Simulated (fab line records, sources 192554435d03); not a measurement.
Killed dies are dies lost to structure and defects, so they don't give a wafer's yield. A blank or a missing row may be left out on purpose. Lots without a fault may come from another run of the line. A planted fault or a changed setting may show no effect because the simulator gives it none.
Chamber matching | flow n5_finfet | N5_MOL_CONTACT_COAG_STRIP_96 on rie_diel-05: 4 sister chambers
The step strips in N2/H2. 4 wafers are shown with their chamber, then 8 later ones without.

WAFERS WITH THEIR CHAMBER
wafer  | chamber | showerhead_plenum_p_Torr (Torr)
L081.5 | 1       | 3.31
L082.6 | 2       | 3.46
L087.1 | 3       | 3.46
L092.2 | 0       | 3.28

WAFERS WITHOUT THEIR CHAMBER
wafer  | showerhead_plenum_p_Torr (Torr)
L092.3 | 3.46
L092.6 | 3.46
L096.1 | 3.45
L096.2 | 3.45
L096.5 | 3.27
L097.2 | 3.45
L097.3 | 3.27
L097.5 | 3.45

WHICH CHAMBER EACH WENT THROUGH
wafer  | from the rows above     | in truth
L092.3 | can't be placed: 2 or 3 | 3
L092.6 | can't be placed: 2 or 3 | 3
L096.1 | can't be placed: 2 or 3 | 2
L096.2 | can't be placed: 2 or 3 | 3
L096.5 | 0                       | 0
L097.2 | can't be placed: 2 or 3 | 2
L097.3 | 0                       | 0
L097.5 | can't be placed: 2 or 3 | 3
Placed correctly: 2 of 8. Can't be placed from these rows: 6 (the true chamber is among the candidates in 6). Placed wrongly: 0.
How it was worked out, from the rows above alone: a wafer's distance from a chamber is the root of the sum, over the readings, of the square of ((its reading less the chamber's mean) divided by the reading's scatter). The wafer belongs to the nearest chamber; if the next one is less than 2 further off, it can't be placed. A chamber's mean is the mean of its shown wafers. The scatter: with one shown wafer a chamber, the root of the mean of the squares of how far each hidden wafer lies from its nearest shown one.
